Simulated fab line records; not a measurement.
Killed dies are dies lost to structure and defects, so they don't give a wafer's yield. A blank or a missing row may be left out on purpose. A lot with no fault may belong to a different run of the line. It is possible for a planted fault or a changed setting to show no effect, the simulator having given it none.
fab line records    flow n5-finfet
record lots=9  wafers=26  last-day=19
route steps=1938 shown BEOL_M4@1111 BEOL_M13@1659 PASSIVATION@1936
lots that met no fault: taken from a fault-free run of the same line
start-h: start of the lot's first displayed wafer, in hours after the record's first day    wait-h: hours from the lot's prior step to this one    " the same as in the row above    L1.1+2: a single row standing in for several wafers    - either no value or no given start    * or withheld: withheld    < > ~ a bound
route shown NAME@n: names a module that has steps shown in the file, with the first one's number in the route    usual: average and standard deviation across the fault-free wafers    same: alike in all rows    chamber/n: place in a boat    sites: per-site readings    _std_site: their standard deviation    _edge_site: outer sites' mean less inner sites'    radius-mm: how far each site lies from the wafer's centre    mask NAME#n: copy n    behind: tool/chamber where the wafer was last shaped    hold: cause of the lot's hold/its duration in hours/its outcome    device: names the non-switching transistor (n, p or np)    end of line: tests run on the same wafers once the route is complete    a step without rows: its recipe alone    killed: at the first sort, the dies lost to defects and structure; wafer yield is something else    map: the dies of a wafer, with x for killed, . for not killed, _ for no die there
set.NAME: the run value of the setting; set.NAME@STEP: its run value at that earlier step    model.NAME: the simulator's own value behind a step, which no gauge read
a sample of lots followed through the steps of the route, with each step as a table and each wafer as a row
services: when a tool's chamber went out of use (start-h, in hours from the record's first day, below 0 if earlier), for how many hours, and the reason
## steps
# step N5_BEOL_M4_RC_MEAS_101
# usual DIBL_N=36.6/2.1  DIBL_P=36.5/2.7  IOFF_N=0.17/0.043  IOFF_P=0.22/0.045  ION_N=674/17  ION_P=461/9.9  SS_N=71.7/0.79  SS_P=73.4/0.79  VT_N=249/4  VT_P=-250/3.3
lot.wafer  tool       chamber  start-h  wait-h  DIBL_N[mV/V]  DIBL_P[mV/V]  IOFF_N[nA/um]  IOFF_P[nA/um]  ION_N[uA/um]  ION_P[uA/um]  SS_N[mV/dec]  SS_P[mV/dec]  VT_N[mV]  VT_P[mV]
L286.3     prober-02  0        215.73   0.3     39.5          41.3          0.25           0.30           692           469           73.0          74.9          244       -246
L286.4     "          0        "        "       39.0          40.2          0.25           0.30           689           468           72.0          74.1          242       -245
L286.6     "          0        "        "       37.1          36.6          0.20           0.23           687           465           72.0          73.9          248       -246
L299.1     prober-01  0        267.84   0.0     37.2          37.6          0.17           0.22           658           452           71.1          74.0          250       -249
L299.4     "          0        "        "       38.0          39.5          0.20           0.25           682           465           72.1          73.7          245       -248
L299.5     "          0        "        "       35.6          34.8          0.15           0.18           673           455           71.3          73.8          251       -250
L294.1     prober-02  0        269.86   0.0     35.7          36.7          0.15           0.22           667           466           71.7          73.9          253       -248
L294.3     "          0        "        "       36.4          37.6          0.16           0.24           666           466           71.9          73.5          252       -247
L294.5     "          0        "        "       35.5          36.8          0.14           0.22           673           465           70.7          73.5          252       -249
L296.3     prober-01  0        269.98   0.3     39.8          41.0          0.22           0.27           696           465           72.8          74.6          245       -246
L296.4     "          0        "        "       36.4          36.3          0.14           0.19           658           452           71.2          72.9          255       -252
L296.6     "          0        "        "       31.1          30.7          0.09           0.13           644           447           69.8          72.0          257       -255
L297.1     prober-02  0        274.00   0.0     37.2          38.4          0.15           0.22           660           455           72.0          73.3          252       -249
L297.4     "          0        "        "       39.3          40.1          0.21           0.26           677           462           72.3          73.8          245       -247
L297.6     "          0        "        "       35.4          35.7          0.14           0.18           668           460           71.1          72.7          248       -250
L301.2     prober-02  0        284.37   0.2     35.6          35.6          0.15           0.19           665           447           71.4          73.5          252       -254
L301.5     "          0        "        "       35.8          36.1          0.16           0.19           681           456           71.3          73.6          250       -254
L301.6     "          0        "        "       37.1          37.1          0.19           0.22           673           449           72.3          73.9          246       -253
L302.1     prober-02  0        314.36   0.0     36.5          38.2          0.16           0.23           661           455           71.5          74.0          251       -251
L302.3     "          0        "        "       40.9          43.3          0.30           0.37           712           483           72.4          75.4          240       -245
L302.4     "          0        "        "       36.9          38.2          0.18           0.23           682           462           71.4          74.2          247       -251
L304.1     prober-02  0        320.30   0.0     38.0          35.3          0.19           0.20           693           467           72.9          73.4          246       -252
L304.2     "          0        "        "       37.7          35.8          0.16           0.20           654           445           71.8          73.4          251       -252
L304.5     "          0        "        "       35.5          33.8          0.14           0.17           680           472           71.3          73.6          251       -252
L303.4     prober-02  0        340.96   0.5     34.8          32.7          0.12           0.14           672           456           70.9          72.0          254       -254
L303.5     "          0        "        "       33.9          32.3          0.10           0.14           645           446           70.4          72.4          257       -256
# step N5_BEOL_M13_ILD_DEP_00
# recipe material=SiOC  target-thk-a=8379.2  temp-c=350  precursor=DEMS/O2  pressure-torr=5  rf-w=500  time-s=166.4
# usual chamber-pressure-Torr=5.000/0.011  heater-power-w=501/84  rf-fwd-power-W=498.1/1.5  showerhead-plenum-p-Torr=5.703/0.012  throttle-valve-pct=11.8/0.8
lot.wafer  tool      chamber  start-h  wait-h  chamber-pressure-Torr  heater-power-w  rf-fwd-power-W  showerhead-plenum-p-Torr  throttle-valve-pct
L286.3     pecvd-03  2        283.82   0.0     5.019                  465             496.3           5.704                     10.2
L286.4     "         0        "        "       4.989                  705             500.1           5.701                     11.5
L286.6     "         2        "        "       5.009                  487             497.2           5.709                     10.3
L296.3     pecvd-04  0        339.03   0.0     4.999                  472             496.8           5.723                     12.3
L296.4     "         0        "        "       5.018                  480             498.3           5.711                     12.5
L296.6     "         1        "        "       4.994                  502             497.4           5.701                     13.3
L294.1     pecvd-02  1        340.84   0.0     5.004                  433             499.3           5.691                     12.1
L294.3     "         2        "        "       4.989                  540             499.2           5.693                     11.0
L294.5     "         0        "        "       4.991                  413             497.5           5.718                     11.5
L299.1     pecvd-02  0        343.91   0.0     5.024                  414             498.5           5.702                     11.9
L299.4     "         0        "        "       5.029                  458             496.4           5.689                     11.7
L299.5     "         1        "        "       4.985                  340             498.6           5.684                     11.9
L297.1     pecvd-04  2        345.47   0.0     5.015                  498             500.3           5.697                     12.1
L297.4     "         0        "        "       5.005                  446             500.6           5.729                     12.6
L297.6     "         1        "        "       5.007                  492             497.5           5.709                     13.4
L301.2     pecvd-03  2        354.48   0.0     4.997                  463             499.4           5.705                     10.5
L301.5     "         1        "        "       5.008                  534             497.2           5.724                     11.9
L301.6     "         0        "        "       4.974                  563             497.7           5.712                     11.3
L302.1     pecvd-03  2        384.40   0.0     5.008                  487             496.3           5.707                     10.3
L302.3     "         0        "        "       4.993                  685             500.0           5.697                     11.5
L302.4     "         2        "        "       5.008                  391             495.5           5.694                     10.3
L304.1     pecvd-03  0        391.35   0.0     5.007                  560             498.5           5.720                     11.4
L304.2     "         2        "        "       5.003                  477             494.7           5.705                     10.3
L304.5     "         2        "        "       4.989                  393             494.5           5.689                     10.5
L303.4     pecvd-04  1        413.35   0.1     5.006                  502             498.1           5.706                     13.3
L303.5     "         0        "        "       4.992                  485             499.9           5.704                     12.5
# step N5_BEOL_M13_ETCH_59
# recipe chemistry=N2/H2  target=BARC  target-depth-a=890  overetch-a=267  time-s=67.9  ion-energy-ev=200  pressure-mtorr=30  source-w=840  bias-w=150  n2-flow-sccm=200  h2-flow-sccm=200
# usual bias-w=150.1/0.46  chamber-pressure-mTorr=29.998/0.027  drypump-motor-current-A=5.6/0.44  oes-product-au=0.70/0.075  rf-fwd-power-W=832/4.2  rf-vpp-V=525.0/2.1  showerhead-plenum-p-Torr=2.59/0.077  throttle-valve-pct=17.9/0.33
lot.wafer  tool         chamber  start-h  wait-h  bias-w  chamber-pressure-mTorr  drypump-motor-current-A  oes-product-au  rf-fwd-power-W  rf-hours-counter-h  rf-vpp-V  showerhead-plenum-p-Torr  throttle-valve-pct
L286.3     rie-diel-05  3        284.60   0.0     150.1   29.956                  5.3                      0.80            828             11                  522.7     2.52                      18.1
L286.4     "            0        "        "       149.9   30.023                  6.5                      0.59            834             224                 526.7     2.60                      18.2
L286.6     "            2        "        "       150.3   30.004                  5.8                      0.74            836             -                   521.7     2.48                      17.6
L296.3     rie-diel-02  2        339.71   0.0     150.0   29.961                  5.6                      0.77            833             27                  522.5     2.49                      17.9
L296.4     "            0        "        "       149.6   29.917                  6.0                      0.61            830             236                 521.9     2.50                      18.1
L296.6     "            0        "        "       150.0   30.016                  6.0                      0.61            829             -                   522.2     2.50                      18.2
L294.1     rie-diel-05  2        341.42   0.0     149.7   29.998                  5.8                      0.72            836             69                  523.3     2.47                      17.6
L294.3     "            1        "        "       149.8   29.939                  5.5                      0.83            835             2                   522.1     2.52                      17.8
L294.5     "            1        "        "       150.5   29.998                  5.5                      0.83            837             -                   522.7     2.52                      17.8
L299.1     rie-diel-04  3        344.61   0.0     149.1   30.036                  5.0                      0.71            835             79                  526.5     2.57                      17.5
L299.4     "            0        "        "       150.7   29.997                  5.2                      0.73            837             57                  527.8     2.66                      17.2
L299.5     "            0        "        "       149.6   30.011                  5.3                      0.73            831             -                   526.7     2.66                      17.3
L297.1     rie-diel-02  3        346.05   0.0     149.2   29.988                  5.4                      0.70            838             84                  527.9     2.70                      17.9
L297.4     "            2        "        "       149.2   30.020                  5.6                      0.76            836             30                  523.0     2.49                      17.9
L297.6     "            1        "        "       149.8   30.016                  5.9                      0.59            825             -                   525.4     2.63                      18.4
L301.2     rie-diel-05  1        355.06   0.0     150.6   30.033                  5.5                      0.82            837             7                   522.5     2.52                      17.8
L301.5     "            1        "        "       150.0   30.041                  5.5                      0.81            835             -                   523.6     2.52                      17.8
L301.6     "            0        "        "       150.3   30.020                  6.5                      0.58            831             -                   525.7     2.59                      18.3
L302.1     rie-diel-04  3        385.04   0.0     149.9   30.012                  5.0                      0.69            838             92                  524.0     2.56                      17.5
L302.3     "            1        "        "       149.3   30.033                  6.2                      0.78            827             36                  527.5     2.71                      18.0
L302.4     "            0        "        "       150.3   29.963                  5.3                      0.72            830             69                  529.0     2.66                      17.3
L304.1     rie-diel-02  1        392.11   0.0     150.8   30.044                  5.8                      0.59            829             242                 526.2     2.63                      18.4
L304.2     "            2        "        "       150.4   29.976                  5.7                      0.75            825             42                  523.3     2.48                      17.9
L304.5     "            1        "        "       150.2   29.972                  5.9                      0.59            832             -                   526.1     2.63                      18.4
L303.4     rie-diel-02  0        413.99   0.0     150.0   29.987                  6.0                      0.84            831             2                   522.7     2.50                      17.6
L303.5     "            1        "        "       149.6   29.973                  5.9                      0.58            828             -                   525.6     2.63                      18.4
# step N5_BEOL_M13_CD_MEAS_17
# recipe target-cd-nm=190  polarity=opening
# usual cd-nm=190.2/2.5
lot.wafer  tool       chamber  start-h  wait-h  cd-nm
L286.3     cd-sem-01  -        285.10   0.0     194.4
L286.4     "          -        "        "       193.4
L286.6     "          -        "        "       191.8
L296.3     cd-sem-01  -        340.21   0.0     188.5
L296.4     "          -        "        "       187.4
L296.6     "          -        "        "       186.9
L294.1     cd-sem-01  -        342.22   0.0     188.6
L294.3     "          -        "        "       189.0
L294.5     "          -        "        "       189.1
L299.1     cd-sem-01  -        345.11   0.0     187.9
L299.4     "          -        "        "       189.7
L299.5     "          -        "        "       187.6
L297.1     cd-sem-03  -        346.54   0.0     189.9
L297.4     "          -        "        "       191.2
L297.6     "          -        "        "       190.1
L301.2     cd-sem-02  -        355.55   0.0     189.2
L301.5     "          -        "        "       192.3
L301.6     "          -        "        "       192.4
L302.1     cd-sem-01  -        385.57   0.0     190.5
L302.3     "          -        "        "       192.5
L302.4     "          -        "        "       190.3
L304.1     cd-sem-03  -        392.60   0.0     190.2
L304.2     "          -        "        "       193.0
L304.5     "          -        "        "       189.1
L303.4     cd-sem-03  -        414.49   0.0     187.4
L303.5     "          -        "        "       189.0
# step N5_BEOL_M13_ETCH_67
# recipe chemistry=CF4  target=SiARC  target-depth-a=1430  time-s=238.3  ion-energy-ev=80  pressure-mtorr=40  source-w=545  bias-w=36  Ar_flow_sccm=100  cf4-flow-sccm=100  ends=cleared
# usual bias-w=36.00/0.1  cf4-flow-sccm=100.0/0.31  drypump-motor-current-A=5.6/0.45  etch-rf-on-time-s=241/6.9  oes-product-au=0.69/0.082  rf-fwd-power-W=542.9/1.8  rf-vpp-V=184.4/1.1  showerhead-plenum-p-Torr=2.18/0.069  throttle-valve-pct=15.56/0.28
lot.wafer  tool         chamber  start-h  wait-h  bias-w  cf4-flow-sccm  drypump-motor-current-A  etch-rf-on-time-s  oes-product-au  rf-fwd-power-W  rf-hours-counter-h  rf-vpp-V  showerhead-plenum-p-Torr  throttle-valve-pct
L286.3     rie-diel-04  0        285.56   0.0     36.10   100.1          5.3                      247                0.74            540.9           38                  184.5     2.26                      15.08
L286.4     "            1        "        "       36.13   100.1          6.2                      238                0.84            540.8           5                   184.6     2.31                      15.58
L286.6     "            3        "        "       35.93   99.5           5.0                      248                0.70            545.5           -                   184.9     2.17                      15.14
L296.3     rie-diel-04  3        340.66   0.0     -       -              -                        -                  -               -               -                   -         -                         -
L296.4     "            1        "        "       -       -              -                        -                  -               -               -                   -         -                         -
L296.6     "            1        "        "       -       -              -                        -                  -               -               -                   -         -                         -
L294.1     rie-diel-04  1        342.82   0.0     -       -              -                        -                  -               -               -                   -         -                         -
L294.3     "            2        "        "       -       -              -                        -                  -               -               -                   -         -                         -
L294.5     "            0        "        "       -       -              -                        -                  -               -               -                   -         -                         -
L299.1     rie-diel-04  1        345.68   0.0     36.19   100.2          6.2                      234                0.80            541.1           26                  186.8     2.30                      15.63
L299.4     "            3        "        "       36.06   99.5           5.0                      244                0.70            544.0           80                  184.5     2.16                      15.18
L299.5     "            0        "        "       36.10   100.0          5.3                      242                0.72            542.3           -                   184.4     2.25                      15.14
L297.1     rie-diel-02  2        346.99   0.0     -       -              -                        -                  -               -               -                   -         -                         -
L297.4     "            1        "        "       -       -              -                        -                  -               -               -                   -         -                         -
L297.6     "            0        "        "       -       -              -                        -                  -               -               -                   -         -                         -
L301.2     rie-diel-04  1        356.13   0.0     35.97   99.6           6.2                      237                0.79            542.4           28                  184.9     2.30                      15.62
L301.5     "            3        "        "       35.90   99.7           5.0                      246                0.69            543.9           -                   183.7     2.16                      15.20
L301.6     "            0        "        "       35.74   100.0          5.3                      244                0.72            540.9           -                   185.4     2.25                      15.13
L302.1     rie-diel-02  3        386.14   0.0     35.94   100.0          5.4                      246                0.69            543.2           95                  185.4     2.24                      15.47
L302.3     "            2        "        "       35.90   99.9           5.7                      234                0.76            540.8           40                  183.8     2.11                      15.68
L302.4     "            1        "        "       36.01   100.0          5.9                      249                0.58            543.0           241                 184.8     2.20                      15.98
L304.1     rie-diel-04  2        393.05   0.0     35.92   99.6           4.9                      233                0.65            543.1           152                 183.9     2.14                      15.65
L304.2     "            0        "        "       36.03   99.8           5.3                      243                0.71            542.9           71                  185.9     2.24                      15.14
L304.5     "            2        "        "       35.88   100.2          4.9                      230                0.66            541.3           -                   185.0     2.14                      15.64
L303.4     rie-diel-02  0        415.06   0.0     36.04   100.3          6.0                      243                0.82            541.0           3                   185.2     2.11                      15.38
L303.5     "            1        "        "       36.08   100.4          5.9                      245                0.57            538.4           -                   185.0     2.19                      15.99
# step N5_BEOL_M13_OCD_MEAS_35
# usual trench-depth-nm=410/8.6
lot.wafer  tool    chamber  start-h  wait-h  trench-depth-nm
L286.3     ocd-02  -        286.12   0.0     400
L286.4     "       -        "        "       407
L286.6     "       -        "        "       416
L296.3     ocd-01  -        341.20   0.0     -
L296.4     "       -        "        "       -
L296.6     "       -        "        "       -
L294.1     ocd-01  -        343.37   0.0     -
L294.3     "       -        "        "       -
L294.5     "       -        "        "       -
L299.1     ocd-01  -        346.23   0.0     408
L299.4     "       -        "        "       418
L299.5     "       -        "        "       406
L297.1     ocd-01  -        347.53   0.0     -
L297.4     "       -        "        "       -
L297.6     "       -        "        "       -
L301.2     ocd-02  -        356.67   0.0     409
L301.5     "       -        "        "       417
L301.6     "       -        "        "       409
L302.1     ocd-02  -        386.68   0.0     413
L302.3     "       -        "        "       413
L302.4     "       -        "        "       396
L304.1     ocd-02  -        393.60   0.0     416
L304.2     "       -        "        "       406
L304.5     "       -        "        "       416
L303.4     ocd-02  -        415.61   0.0     423
L303.5     "       -        "        "       401
# step N5_PASSIVATION_PROBE_49
# usual defect-limited-yield=91.5/1.7  killed_at_M0_to_M3=33/11  killed_at_M4_up=13/5.2  killed-at-contacts=11/5.7  killed-at-front-end=39/11  killed-at-other=4/3  killed-dies=101/20  killed-on-rim=13/4.1  killed-open=66/15  killed-short=33/8.4  sort_bin_4_leakage=0.01/0.073  sort_bin_5_function=5.0/1.1  sort_bin_6_memory=3.2/0.69  sort_bin_8_speed=0.1/0.52  sort-n-pass=1078/20  sort-yield-pct=91.4/1.7
# same gross-dies=1180  killed-at-back-side=0
lot.wafer  tool       chamber  start-h  wait-h  defect-limited-yield[%]  killed_at_M0_to_M3  killed_at_M4_up  killed-at-contacts  killed-at-front-end  killed-at-other  killed-dies  killed-on-rim  killed-open  killed-short  sort_bin_4_leakage[%]  sort_bin_5_function[%]  sort_bin_6_memory[%]  sort_bin_8_speed[%]  sort-n-pass  sort-yield-pct[%]
L294.1     prober-02  -        371.46   0.0     0                        29                  1100             8                   38                   5                1180         152            57           26            0                      96.9                    3.0                   0                    0            0
L294.3     prober-02  -        371.56   0.1     0                        20                  1107             8                   44                   1                1180         152            53           25            0                      97.2                    2.5                   0                    0            0
L294.5     prober-02  -        371.66   0.2     0                        26                  1111             5                   36                   2                1180         152            52           24            0                      96.9                    2.9                   0                    0            0
L296.3     prober-01  -        372.64   0.1     0                        40                  1087             4                   43                   6                1180         152            71           40            0                      95.3                    4.2                   0                    0            0
L296.4     prober-01  -        372.69   0.2     0                        39                  1100             4                   33                   4                1180         152            65           30            0                      97.2                    2.7                   0                    0            0
L296.6     prober-01  -        372.79   0.3     0                        34                  1077             11                  46                   12               1180         152            65           52            0                      95.9                    3.4                   0                    0            0
L299.1     prober-01  -        378.54   0.0     93.5                     21                  6                5                   39                   6                77           15             36           33            0                      3.7                     1.9                   0                    1103         93.5
L299.4     prober-01  -        378.69   0.2     90.2                     52                  19               9                   28                   8                116          13             63           51            0                      5.8                     3.5                   0                    1064         90.2
L299.5     prober-01  -        378.74   0.2     93.3                     24                  12               4                   34                   5                79           9              65           13            0                      3.6                     2.9                   0                    1101         93.3
L297.1     prober-02  -        385.93   0.0     0                        21                  1110             8                   39                   2                1180         152            52           28            0                      97.8                    1.8                   0                    0            0
L297.4     prober-02  -        386.08   0.2     0                        26                  1105             11                  33                   5                1180         152            60           31            0                      96.8                    3.1                   0                    0            0
L297.6     prober-02  -        386.18   0.3     0                        30                  1094             3                   50                   3                1180         152            69           30            0                      95.9                    3.7                   0                    0            0
# killed by level:class
L294.1 BEOL_M13:area-etch=1097 BEOL_M0_SAQP:geometric-particle:open=12 STI_FIN_REVEAL:geometric-particle:open=11 MOL_CONTACT_COAG:geometric-particle:open=7 BEOL_M3:geometric-particle:open=7 GATE_CUT:geometric-particle:short=4 FIN_SAQP:geometric-particle:short=3 STI_FIN_REVEAL:geometric-particle:short=3
L294.3 BEOL_M13:area-etch=1102 STI_FIN_REVEAL:geometric-particle:open=19 MOL_CONTACT_COAG:geometric-particle:open=7 BEOL_M3:geometric-particle:open=5 FIN_SAQP:geometric-particle:short=4 BEOL_M1:geometric-particle:open=4 STI_FIN_REVEAL:geometric-particle:short=3 ILD0:geometric-particle:open=3
L294.5 BEOL_M13:area-etch=1104 STI_FIN_REVEAL:geometric-particle:open=11 FIN_SAQP:geometric-particle:open=8 BEOL_M0_SAQP:geometric-particle:open=7 STI_FIN_REVEAL:geometric-particle:short=5 BEOL_M1:geometric-particle:open=5 BEOL_M0_SAQP:geometric-particle:short=4 MOL_CONTACT_COAG:geometric-particle:open=4
L296.3 BEOL_M13:area-etch=1069 BEOL_M0_SAQP:geometric-particle:short=15 STI_FIN_REVEAL:geometric-particle:open=11 FIN_SAQP:geometric-particle:open=9 BEOL_M0_SAQP:geometric-particle:open=9 BEOL_M5:geometric-particle:open=8 FIN_SAQP:geometric-particle:short=6 BEOL_M2:geometric-particle:open=6
L296.4 BEOL_M13:area-etch=1085 BEOL_M0_SAQP:geometric-particle:short=12 STI_FIN_REVEAL:geometric-particle:open=11 BEOL_M0_SAQP:geometric-particle:open=11 BEOL_M4:geometric-particle:open=7 BEOL_M2:geometric-particle:open=7 GATE_CUT:geometric-particle:open=5 MOL_CONTACT_COAG:geometric-particle:open=4
L296.6 BEOL_M13:area-etch=1063 BEOL_M0_SAQP:geometric-particle:short=14 BEOL_M0_SAQP:geometric-particle:open=10 DUMMY_GATE:geometric-particle:open=8 MOL_CONTACT_COAG:geometric-particle:open=8 BEOL_M4:geometric-particle:open=6 FIN_SAQP:geometric-particle:short=5 DUMMY_GATE:geometric-particle:short=5
L299.1 HKMG_FIN:area-etch=8 FIN_SAQP:geometric-particle:short=7 BEOL_M0_SAQP:geometric-particle:short=7 STI_FIN_REVEAL:geometric-particle:open=6 MOL_CONTACT_COAG:geometric-particle:open=5 BEOL_M0_SAQP:geometric-particle:open=5 STI_FIN_REVEAL:geometric-particle:short=3 DUMMY_GATE:geometric-particle:open=3
L299.4 BEOL_M0_SAQP:geometric-particle:short=18 BEOL_M4:geometric-particle:open=11 BEOL_M0_SAQP:geometric-particle:open=10 STI_FIN_REVEAL:geometric-particle:open=9 STARTING-WAFER:geometric-particle:short=7 MOL_CONTACT_COAG:geometric-particle:open=6 BEOL_M1:geometric-particle:open=6 BEOL_M2:geometric-particle:open=5
L299.5 BEOL_M0_SAQP:geometric-particle:open=10 STI_FIN_REVEAL:geometric-particle:open=8 FIN_SAQP:geometric-particle:open=7 BEOL_M4:geometric-particle:open=7 BEOL_M3:geometric-particle:open=6 FIN_SAQP:geometric-particle:short=5 MOL_CONTACT_COAG:geometric-particle:open=4 STARTING-WAFER:geometric-particle:open=4
L297.1 BEOL_M13:area-etch=1100 FIN_SAQP:geometric-particle:short=11 FIN_SAQP:geometric-particle:open=9 STI_FIN_REVEAL:geometric-particle:open=8 MOL_CONTACT_COAG:geometric-particle:open=7 BEOL_M1:geometric-particle:open=6 BEOL_M0_SAQP:geometric-particle:short=6 BEOL_M4:geometric-particle:open=6
L297.4 BEOL_M13:area-etch=1089 STI_FIN_REVEAL:geometric-particle:open=9 MOL_CONTACT_COAG:geometric-particle:open=8 FIN_SAQP:geometric-particle:open=7 FIN_SAQP:geometric-particle:short=6 BEOL_M3:geometric-particle:open=6 BEOL_M2:geometric-particle:open=5 BEOL_M0_SAQP:geometric-particle:open=5
L297.6 BEOL_M13:area-etch=1081 FIN_SAQP:geometric-particle:open=14 FIN_SAQP:geometric-particle:short=9 DUMMY_GATE:geometric-particle:open=9 BEOL_M2:geometric-particle:open=8 STI_FIN_REVEAL:geometric-particle:open=7 BEOL_M0_SAQP:geometric-particle:open=5 BEOL_M4:geometric-particle:open=5
## services
tool         chamber  start-h  hours  kind
rie-diel-02  2        266.68   5.1    repair
pecvd-03     0        284.83   5.5    scheduled-down
rie-diel-05  1        305.69   -      clean
rie-diel-05  1        305.69   -      consumable-replace:focus-ring
rie-diel-05  1        305.69   27.6   scheduled-down
pecvd-02     2        316.73   9.6    repair
rie-diel-05  -        319.34   2.8    pm
rie-diel-04  0        324.21   1.2    repair
rie-diel-02  -        330.92   3.4    repair
pecvd-03     1        334.05   5.2    repair
pecvd-02     2        347.48   3.2    repair
pecvd-03     -        369.76   1.0    repair
pecvd-03     -        370.96   1.7    repair
pecvd-02     2        381.79   16.6   repair
pecvd-03     1        383.67   -      clean
pecvd-03     1        383.67   -      consumable-replace:showerhead
pecvd-03     1        383.67   29.0   scheduled-down
pecvd-03     1        383.67   29.0   vent-cycle
pecvd-02     1        391.10   3.5    repair
rie-diel-02  0        391.11   -      clean
rie-diel-02  0        391.11   -      consumable-replace:focus-ring
rie-diel-02  0        391.11   14.1   scheduled-down
rie-diel-02  0        391.11   14.1   vent-cycle
rie-diel-05  2        405.28   21.1   repair
## key
first-sign step=N5_BEOL_M13_ETCH_67  reading=tool-record  direction=missing
effect step=N5_BEOL_M13_OCD_MEAS_35  reading=trench-depth-nm  direction=missing
effect step=N5_PASSIVATION_PROBE_49  reading=killed_at_M4_up  direction=up  sigmas=99+  usual=13  struck=1099
more-kills-born-at N5_BEOL_M13_ETCH_67@rie-diel-04=6520  N5_BEOL_M13_ETCH_67@rie-diel-02=3270
met-at N5_BEOL_M13_ETCH_67
struck-lots L294,L296,L297
later-rows-left-out L294.1,L294.3,L294.5,L296.3,L296.4,L296.6,L297.1,L297.4,L297.6
not-acting-at N5_BEOL_M13_ILD_DEP_00,N5_BEOL_M13_ETCH_59,N5_BEOL_M13_CD_MEAS_17
onset-between 285.56 340.66
fault kind=skipped-step-whole  tool=rie-diel-02,rie-diel-04  chamber=-  onset-h=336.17  steps=N5_BEOL_M13_ETCH_67  scope=struck-lots-only
# later-rows-left-out: the simulator's readings of these wafers behind a module that went badly wrong aren't trusted and aren't shown, but for the sort
